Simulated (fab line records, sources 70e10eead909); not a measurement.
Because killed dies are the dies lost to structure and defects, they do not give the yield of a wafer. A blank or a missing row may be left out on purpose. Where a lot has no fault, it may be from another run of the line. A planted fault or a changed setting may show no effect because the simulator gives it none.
What tool caused it? | flow nand_harc | 69 wafers from 23 lots sampled at 6 of the route's 1302 steps

== WHAT THE GAUGES SHOWED, per wafer ==
The record holds no reading of a measuring or inspecting step that can be judged against a usual standard deviation.

== EACH LOT AND THE TOOL THAT RAN IT (in order: tool; ch and the chambers of the sampled wafers; start) ==
lot  | NHARC_A_STAIRCASE_ALD_420        | NHARC_A_STAIRCASE_STRIP_446          | NHARC_A_SGD_CUT_ETCH_58            | NHARC_A_SGD_CUT_ETCH_59                       | NHARC_A_WL_FILL_RTA_01           | NHARC_A_WL_FILL_ALD_10
L075 | ald_hk-04 ch 0,3, day 17 11:23   | plasma_asher-01 ch 0,1, day 19 04:26 | rie_diel-02 ch 2,3, day 19 07:56   | rie_diel-02 ch 0,1,3, day 20 10:49 or earlier | rtp_anneal-01 ch 0, day 20 10:49 | ald_hk-04 ch 1,2,3, day 20 18:47
L074 | ald_hk-01 ch 0,1,2, day 17 15:06 | plasma_asher-01 ch 0,1, day 19 11:33 | rie_diel-02 ch 1,2, day 19 15:12   | rie_diel-02 ch 2,3, day 20 15:17 or earlier   | rtp_anneal-01 ch 0, day 20 15:17 | ald_hk-03 ch 2,3, day 20 22:29
L076 | ald_hk-01 ch 0,1,3, day 18 08:10 | plasma_asher-01 ch 0,1, day 19 23:56 | rie_diel-12 ch 0,1,2, day 20 03:26 | rie_diel-12 ch 0,1,3, day 21 07:11 or earlier | rtp_anneal-02 ch 0, day 21 07:11 | ald_hk-03 ch 1,2, day 21 15:49
L077 | ald_hk-01 ch 0,1,3, day 19 02:01 | plasma_asher-02 ch 1, day 20 16:13   | rie_diel-12 ch 1,3, day 20 19:55   | rie_diel-12 ch 1,2,3, day 21 21:28 or earlier | rtp_anneal-02 ch 0, day 21 21:28 | ald_hk-04 ch 1,2,3, day 22 04:47
L078 | ald_hk-03 ch 1,2,3, day 19 02:17 | plasma_asher-01 ch 0,1, day 20 16:35 | rie_diel-13 ch 0,3, day 20 20:05   | rie_diel-13 ch 0,3, day 22 02:47 or earlier   | rtp_anneal-02 ch 0, day 22 02:47 | ald_hk-03 ch 1,2, day 22 09:37
L079 | ald_hk-03 ch 0,2,3, day 19 22:07 | plasma_asher-01 ch 0,1, day 21 11:26 | rie_diel-12 ch 0,1,3, day 21 14:59 | rie_diel-12 ch 1,2,3, day 23 00:43 or earlier | rtp_anneal-02 ch 0, day 23 00:43 | ald_hk-04 ch 0,1,3, day 23 04:40
L080 | ald_hk-01 ch 0,1,3, day 19 22:07 | plasma_asher-02 ch 0,1, day 21 11:30 | rie_diel-13 ch 1,3, day 21 15:16   | rie_diel-13 ch 0,1,3, day 22 21:22 or earlier | rtp_anneal-01 ch 0, day 22 21:22 | ald_hk-03 ch 1,3, day 23 05:11
L082 | ald_hk-01 ch 0,1,2, day 20 17:23 | plasma_asher-02 ch 0,1, day 22 15:22 | rie_diel-12 ch 0,2, day 22 19:22   | rie_diel-12 ch 0,2, day 22 19:30              | rtp_anneal-01 ch 0, day 24 01:47 | ald_hk-02 ch 0,1, day 24 10:38
L086 | ald_hk-04 ch 0,1,2, day 21 11:49 | plasma_asher-01 ch 0,1, day 23 06:25 | rie_diel-13 ch 0,1, day 23 10:24   | rie_diel-13 ch 1,2,3, day 24 16:56 or earlier | rtp_anneal-01 ch 0, day 24 16:56 | ald_hk-04 ch 0,1,3, day 25 00:54
L084 | ald_hk-01 ch 0,2, day 21 18:30   | plasma_asher-02 ch 0,1, day 23 06:40 | rie_diel-12 ch 0,3, day 23 10:36   | rie_diel-12 ch 0,2, day 24 23:59 or earlier   | rtp_anneal-02 ch 0, day 24 23:59 | ald_hk-02 ch 1,2,3, day 25 08:38
L083 | ald_hk-04 ch 0,1,3, day 21 21:04 | plasma_asher-01 ch 0,1, day 23 06:08 | rie_diel-02 ch 1,2,3, day 23 10:25 | rie_diel-02 ch 0,1,3, day 24 16:56 or earlier | rtp_anneal-02 ch 0, day 24 16:56 | ald_hk-02 ch 1,2, day 25 00:26
L085 | ald_hk-04 ch 2,3, day 22 09:17   | plasma_asher-02 ch 0,1, day 23 23:43 | rie_diel-12 ch 0,1,2, day 24 03:09 | rie_diel-12 ch 0,1,3, day 25 09:05 or earlier | rtp_anneal-02 ch 0, day 25 09:05 | ald_hk-03 ch 1,2,3, day 25 15:51
L087 | ald_hk-03 ch 0,1,3, day 22 21:34 | plasma_asher-01 ch 0,1, day 24 10:43 | rie_diel-13 ch 0,1,3, day 24 14:18 | rie_diel-13 ch 1,2,3, day 25 22:41 or earlier | rtp_anneal-01 ch 0, day 25 22:41 | ald_hk-03 ch 0,1,3, day 26 06:03
L088 | ald_hk-01 ch 1,2,3, day 23 12:06 | plasma_asher-02 ch 0,1, day 25 03:38 | rie_diel-12 ch 1,2,3, day 25 07:13 | rie_diel-12 ch 1,3, day 26 15:08 or earlier   | rtp_anneal-02 ch 0, day 26 15:08 | ald_hk-03 ch 0,1,2, day 27 00:08
L089 | ald_hk-04 ch 1,3, day 23 13:49   | plasma_asher-01 ch 0,1, day 25 03:21 | rie_diel-02 ch 0,3, day 25 06:58   | rie_diel-02 ch 0,2,3, day 26 11:14 or earlier | rtp_anneal-01 ch 0, day 26 11:14 | ald_hk-02 ch 1,2,3, day 26 18:55
L090 | ald_hk-04 ch 0,1,2, day 23 23:38 | plasma_asher-02 ch 0,1, day 25 12:31 | rie_diel-02 ch 0,1,2, day 25 16:10 | rie_diel-02 ch 1,2,3, day 26 21:13 or earlier | rtp_anneal-02 ch 0, day 26 21:13 | ald_hk-02 ch 0,1,3, day 27 05:19
L091 | ald_hk-04 ch 0,1,3, day 24 17:37 | plasma_asher-02 ch 0,1, day 26 07:53 | rie_diel-12 ch 0,2,3, day 26 11:33 | rie_diel-12 ch 1,2,3, day 27 13:00 or earlier | rtp_anneal-02 ch 0, day 27 13:00 | ald_hk-04 ch 0,2,3, day 27 22:47
L092 | ald_hk-04 ch 0,2,3, day 24 18:52 | plasma_asher-02 ch 0,1, day 26 07:06 | rie_diel-02 ch 1,2, day 26 10:45   | rie_diel-02 ch 0,1,3, day 27 13:19 or earlier | rtp_anneal-01 ch 0, day 27 13:19 | ald_hk-02 ch 1,3, day 27 23:19
L093 | ald_hk-01 ch 1,2,3, day 25 04:37 | plasma_asher-01 ch 0,1, day 26 19:34 | rie_diel-02 ch 0,3, day 26 23:07   | rie_diel-02 ch 0,1,3, day 28 02:11 or earlier | rtp_anneal-02 ch 0, day 28 02:11 | ald_hk-02 ch 1,2,3, day 28 10:12
L095 | ald_hk-04 ch 0,1,3, day 25 20:16 | plasma_asher-01 ch 0,1, day 27 10:30 | rie_diel-02 ch 0,1,2, day 27 14:37 | rie_diel-02 ch 0,1,2, day 28 17:53 or earlier | rtp_anneal-01 ch 0, day 28 17:53 | ald_hk-02 ch 0,1,3, day 29 01:14
L094 | ald_hk-03 ch 0,2,3, day 25 22:35 | plasma_asher-02 ch 0,1, day 27 10:22 | rie_diel-12 ch 2,3, day 27 14:50   | rie_diel-12 ch 0,1,2, day 28 19:44 or earlier | rtp_anneal-02 ch 0, day 28 19:44 | ald_hk-04 ch 0,1, day 29 00:58
L096 | ald_hk-04 ch 0,1,2, day 26 10:08 | plasma_asher-02 ch 0,1, day 28 02:15 | rie_diel-02 ch 0,2,3, day 28 05:57 | rie_diel-02 ch 0,1,3, day 29 07:12 or earlier | rtp_anneal-01 ch 0, day 29 07:12 | ald_hk-04 ch 0,2,3, day 29 18:56
L097 | ald_hk-03 ch 2,3, day 26 21:05   | plasma_asher-02 ch 0,1, day 28 15:29 | rie_diel-13 ch 0,1,2, day 28 19:04 | rie_diel-13 ch 0,1,2, day 30 06:53 or earlier | rtp_anneal-02 ch 0, day 30 06:53 | ald_hk-04 ch 0,2,3, day 30 19:14
- NHARC_A_STAIRCASE_ALD_420: deposits SiO2, target thk 20 nm, pulse time 6 s, ald cycles 200.
- NHARC_A_STAIRCASE_STRIP_446: strips in O2.
- NHARC_A_SGD_CUT_ETCH_58: etches the open film in CF4, target depth 39 nm, time 65 s.
- NHARC_A_SGD_CUT_ETCH_59: etches the open film in N2/H2, target depth 260 nm, time 406.25 s.
- NHARC_A_WL_FILL_RTA_01: time 5 s.
- NHARC_A_WL_FILL_ALD_10: deposits SiO2, target thk 50 nm, pulse time 10 s, ald cycles 500.

== AS READ BY THE TOOLS THEMSELVES (means over the sampled wafers that have a number; for cases with no such wafer, the mark the record gives instead) ==
NHARC_A_STAIRCASE_ALD_420.
lot  | tool      | heater_power_outer_w (W) | heater_power_w (W) | precursor_pulse_height_rel
L075 | ald_hk-04 | 263                      | 455                | 1.000
L074 | ald_hk-01 | 286                      | 525                | 1.002
L076 | ald_hk-01 | 264                      | 474                | 0.992
L077 | ald_hk-01 | 264                      | 488                | 1.013
L078 | ald_hk-03 | 253                      | 448                | 0.995
L079 | ald_hk-03 | 254                      | 441                | 0.994
L080 | ald_hk-01 | 263                      | 479                | 1.008
L082 | ald_hk-01 | 281                      | 513                | 0.992
L086 | ald_hk-04 | 272                      | 470                | 0.998
L084 | ald_hk-01 | 269                      | 528                | 1.015
L083 | ald_hk-04 | 280                      | 486                | 1.024
L085 | ald_hk-04 | 273                      | 485                | 0.995
L087 | ald_hk-03 | 259                      | 472                | 0.999
L088 | ald_hk-01 | 288                      | 528                | 1.005
L089 | ald_hk-04 | 283                      | 495                | 1.004
L090 | ald_hk-04 | 273                      | 481                | 0.997
L091 | ald_hk-04 | 281                      | 484                | 0.983
L092 | ald_hk-04 | 272                      | 480                | 0.989
L093 | ald_hk-01 | 280                      | 521                | 1.006
L095 | ald_hk-04 | 279                      | 480                | 0.992
L094 | ald_hk-03 | 249                      | 448                | 1.005
L096 | ald_hk-04 | 267                      | 480                | 1.009
L097 | ald_hk-03 | 248                      | 444                | 1.004

NHARC_A_STAIRCASE_STRIP_446.
lot  | tool            | drypump_motor_current_A (A) | heater_power_w (W)
L075 | plasma_asher-01 | 6.10                        | 334
L074 | plasma_asher-01 | 6.10                        | 348
L076 | plasma_asher-01 | 6.11                        | 347
L077 | plasma_asher-02 | 6.09                        | 361
L078 | plasma_asher-01 | 6.10                        | 349
L079 | plasma_asher-01 | 6.10                        | 348
L080 | plasma_asher-02 | 6.03                        | 333
L082 | plasma_asher-02 | 5.89                        | 300
L086 | plasma_asher-01 | 6.10                        | 349
L084 | plasma_asher-02 | 5.90                        | 305
L083 | plasma_asher-01 | 6.09                        | 347
L085 | plasma_asher-02 | 6.02                        | 329
L087 | plasma_asher-01 | 6.09                        | 349
L088 | plasma_asher-02 | 5.91                        | 296
L089 | plasma_asher-01 | 6.09                        | 349
L090 | plasma_asher-02 | 5.92                        | 300
L091 | plasma_asher-02 | 6.03                        | 327
L092 | plasma_asher-02 | 6.00                        | 335
L093 | plasma_asher-01 | 6.09                        | 344
L095 | plasma_asher-01 | 6.09                        | 353
L094 | plasma_asher-02 | 5.92                        | 302
L096 | plasma_asher-02 | 5.90                        | 296
L097 | plasma_asher-02 | 5.90                        | 300

NHARC_A_SGD_CUT_ETCH_58.
lot  | tool        | chamber_pressure_mTorr (mTorr) | drypump_motor_current_A (A) | oes_product_au (a.u.) | rf_vpp_V (V) | showerhead_plenum_p_Torr (Torr) | throttle_valve_pct (%)
L075 | rie_diel-02 | 50.06                          | 5.6                         | 1.005                 | 151.1        | 1.76                            | 13.277
L074 | rie_diel-02 | 50.00                          | 5.8                         | 0.999                 | 149.6        | 1.69                            | 13.280
L076 | rie_diel-12 | 50.02                          | 6.3                         | 0.993                 | 151.3        | 1.78                            | 13.286
L077 | rie_diel-12 | 50.03                          | 6.3                         | 1.001                 | 152.2        | 1.82                            | 13.279
L078 | rie_diel-13 | 50.01                          | 5.7                         | 0.986                 | 152.2        | 1.83                            | 13.284
L079 | rie_diel-12 | 49.98                          | 6.4                         | 0.991                 | 151.2        | 1.77                            | 13.284
L080 | rie_diel-13 | 50.00                          | 5.5                         | 0.980                 | 151.6        | 1.81                            | 13.290
L082 | rie_diel-12 | 50.00                          | 6.4                         | 1.000                 | 151.2        | 1.74                            | 13.289
L086 | rie_diel-13 | 49.99                          | 5.9                         | 0.994                 | 151.5        | 1.76                            | 13.284
L084 | rie_diel-12 | 49.99                          | 6.5                         | 1.001                 | 150.5        | 1.72                            | 13.279
L083 | rie_diel-02 | 50.02                          | 5.7                         | 1.014                 | 150.4        | 1.72                            | 13.285
L085 | rie_diel-12 | 50.02                          | 6.3                         | 1.006                 | 151.4        | 1.78                            | 13.286
L087 | rie_diel-13 | 50.00                          | 5.8                         | 0.987                 | 152.5        | 1.79                            | 13.278
L088 | rie_diel-12 | 49.98                          | 6.0                         | 1.010                 | 151.2        | 1.79                            | 13.288
L089 | rie_diel-02 | 50.03                          | 5.8                         | 0.998                 | 151.3        | 1.75                            | 13.277
L090 | rie_diel-02 | 49.98                          | 6.0                         | 1.005                 | 150.3        | 1.70                            | 13.281
L091 | rie_diel-12 | 49.96                          | 6.2                         | 1.000                 | 150.9        | 1.74                            | 13.281
L092 | rie_diel-02 | 49.99                          | 5.8                         | 1.018                 | 151.1        | 1.71                            | 13.288
L093 | rie_diel-02 | 49.94                          | 5.8                         | 1.012                 | 151.0        | 1.74                            | 13.285
L095 | rie_diel-02 | 49.98                          | 6.0                         | 1.002                 | 150.3        | 1.70                            | 13.281
L094 | rie_diel-12 | 50.01                          | 5.8                         | 1.000                 | 150.4        | 1.75                            | 13.282
L096 | rie_diel-02 | 49.99                          | 5.9                         | 1.004                 | 150.5        | 1.73                            | 13.285
L097 | rie_diel-13 | 49.97                          | 6.0                         | 0.989                 | 150.6        | 1.74                            | 13.281

NHARC_A_SGD_CUT_ETCH_59.
lot  | tool        | chamber_pressure_mTorr (mTorr) | drypump_motor_current_A (A) | oes_product_au (a.u.) | rf_vpp_V (V) | showerhead_plenum_p_Torr (Torr) | throttle_valve_pct (%)
L075 | rie_diel-02 | 29.999                         | 5.9                         | 1.002                 | 429.0        | 1.97                            | 14.177
L074 | rie_diel-02 | 30.015                         | 5.6                         | 1.008                 | 430.6        | 2.02                            | 14.176
L076 | rie_diel-12 | 30.009                         | 6.4                         | 0.996                 | 430.7        | 2.05                            | 14.176
L077 | rie_diel-12 | 29.965                         | 6.0                         | 0.996                 | 431.7        | 2.07                            | 14.163
L078 | rie_diel-13 | 30.005                         | 5.9                         | 0.983                 | 432.8        | 2.10                            | 14.183
L079 | rie_diel-12 | 29.997                         | 6.0                         | 1.002                 | 431.8        | 2.07                            | 14.165
L080 | rie_diel-13 | 29.993                         | 5.8                         | 0.989                 | 431.3        | 2.07                            | 14.173
L082 | rie_diel-12 | 30.005                         | 6.4                         | 0.996                 | 428.9        | 1.99                            | 14.172
L086 | rie_diel-13 | 30.001                         | 5.7                         | 0.984                 | 430.4        | 2.02                            | 14.172
L084 | rie_diel-12 | 30.013                         | 6.4                         | 1.000                 | 430.0        | 1.99                            | 14.169
L083 | rie_diel-02 | 30.012                         | 6.0                         | 1.011                 | 428.6        | 1.96                            | 14.156
L085 | rie_diel-12 | 29.995                         | 6.4                         | 0.999                 | 430.8        | 2.04                            | 14.181
L087 | rie_diel-13 | 30.013                         | 5.7                         | 1.002                 | 430.0        | 2.02                            | 14.170
L088 | rie_diel-12 | 29.985                         | 6.3                         | 1.003                 | 430.9        | 2.10                            | 14.172
L089 | rie_diel-02 | 30.005                         | 5.9                         | 0.993                 | 429.9        | 2.00                            | 14.172
L090 | rie_diel-02 | 29.973                         | 5.7                         | 1.013                 | 428.9        | 1.98                            | 14.170
L091 | rie_diel-12 | 30.000                         | 6.0                         | 1.006                 | 431.0        | 2.06                            | 14.167
L092 | rie_diel-02 | 29.996                         | 5.9                         | 1.006                 | 428.2        | 1.96                            | 14.163
L093 | rie_diel-02 | 29.997                         | 6.0                         | 1.007                 | 428.6        | 1.96                            | 14.171
L095 | rie_diel-02 | 30.022                         | 6.1                         | 1.009                 | 427.1        | 1.95                            | 14.164
L094 | rie_diel-12 | 30.009                         | 6.3                         | 1.000                 | 430.4        | 2.05                            | 14.164
L096 | rie_diel-02 | 30.001                         | 6.0                         | 1.007                 | 428.9        | 1.96                            | 14.168
L097 | rie_diel-13 | 30.020                         | 6.0                         | 1.000                 | 429.3        | 2.00                            | 14.169

NHARC_A_WL_FILL_RTA_01.
lot  | tool          | lamp_power_pct (%) | wafer_temp_C_max
L075 | rtp_anneal-01 | 30.44              | 1003.3
L074 | rtp_anneal-01 | 30.33              | 1003.5
L076 | rtp_anneal-02 | 30.50              | 1006.7
L077 | rtp_anneal-02 | 30.51              | 1006.1
L078 | rtp_anneal-02 | 30.49              | 1006.5
L079 | rtp_anneal-02 | 30.45              | 1006.4
L080 | rtp_anneal-01 | 30.40              | 1003.9
L082 | rtp_anneal-01 | 30.40              | 1004.3
L086 | rtp_anneal-01 | 30.39              | 1002.8
L084 | rtp_anneal-02 | 30.46              | 1005.2
L083 | rtp_anneal-02 | 30.49              | 1006.9
L085 | rtp_anneal-02 | 30.49              | 1007.2
L087 | rtp_anneal-01 | 30.39              | 1004.2
L088 | rtp_anneal-02 | 30.48              | 1007.7
L089 | rtp_anneal-01 | 30.35              | 1003.8
L090 | rtp_anneal-02 | 30.49              | 1006.7
L091 | rtp_anneal-02 | 30.51              | 1006.5
L092 | rtp_anneal-01 | 30.39              | 1002.7
L093 | rtp_anneal-02 | 30.49              | 1006.2
L095 | rtp_anneal-01 | 30.40              | 1003.2
L094 | rtp_anneal-02 | 30.49              | 1007.0
L096 | rtp_anneal-01 | 30.40              | 1003.7
L097 | rtp_anneal-02 | 30.46              | 1006.1

NHARC_A_WL_FILL_ALD_10.
lot  | tool      | heater_power_outer_w (W) | heater_power_w (W) | precursor_pulse_height_rel
L075 | ald_hk-04 | 273                      | 488                | 1.015
L074 | ald_hk-03 | 251                      | 444                | 1.005
L076 | ald_hk-03 | 275                      | 481                | 0.993
L077 | ald_hk-04 | 285                      | 495                | 0.998
L078 | ald_hk-03 | 269                      | 484                | 1.003
L079 | ald_hk-04 | 278                      | 478                | 0.990
L080 | ald_hk-03 | 252                      | 465                | 1.000
L082 | ald_hk-02 | 262                      | 441                | 1.000
L086 | ald_hk-04 | 281                      | 487                | 1.008
L084 | ald_hk-02 | 294                      | 507                | 1.014
L083 | ald_hk-02 | 291                      | 497                | 1.010
L085 | ald_hk-03 | 251                      | 445                | 1.007
L087 | ald_hk-03 | 254                      | 453                | 1.001
L088 | ald_hk-03 | 273                      | 480                | 0.997
L089 | ald_hk-02 | 297                      | 500                | 1.004
L090 | ald_hk-02 | 277                      | 480                | 0.994
L091 | ald_hk-04 | 266                      | 470                | 1.000
L092 | ald_hk-02 | 296                      | 526                | 0.982
L093 | ald_hk-02 | 296                      | 510                | 0.994
L095 | ald_hk-02 | 279                      | 485                | 0.997
L094 | ald_hk-04 | 258                      | 465                | 0.979
L096 | ald_hk-04 | 271                      | 471                | 1.007
L097 | ald_hk-04 | 274                      | 475                | 1.002

== THE ANSWER, worked out from the rows above alone ==
Rule: what is usual is taken from the lots themselves. Put in order of their means at a reading, lots are off if they are a third of the lots or fewer, leave a main group of 4 or more, and stand apart from it by a gap of 3 or more times the standard deviation of the main group's means; of several such gaps the widest counts. A main group whose means are all the same, to the digits that the tables above print for the reading, isn't used. Also off: a lot with no number at a reading for which 4 or more lots have one. The other lots that the step has rows for count as sound. First the gauges in route order, then the tools' own readings, where a lot's mean is used as printed above. The first step at which some lot is off is used, and at that step the reading that is off furthest; a lot without a number counts as furthest.
No lot is off on any of the readings shown, so nothing can be concluded from this.

== WHAT THE SIMULATOR PUT IN ==
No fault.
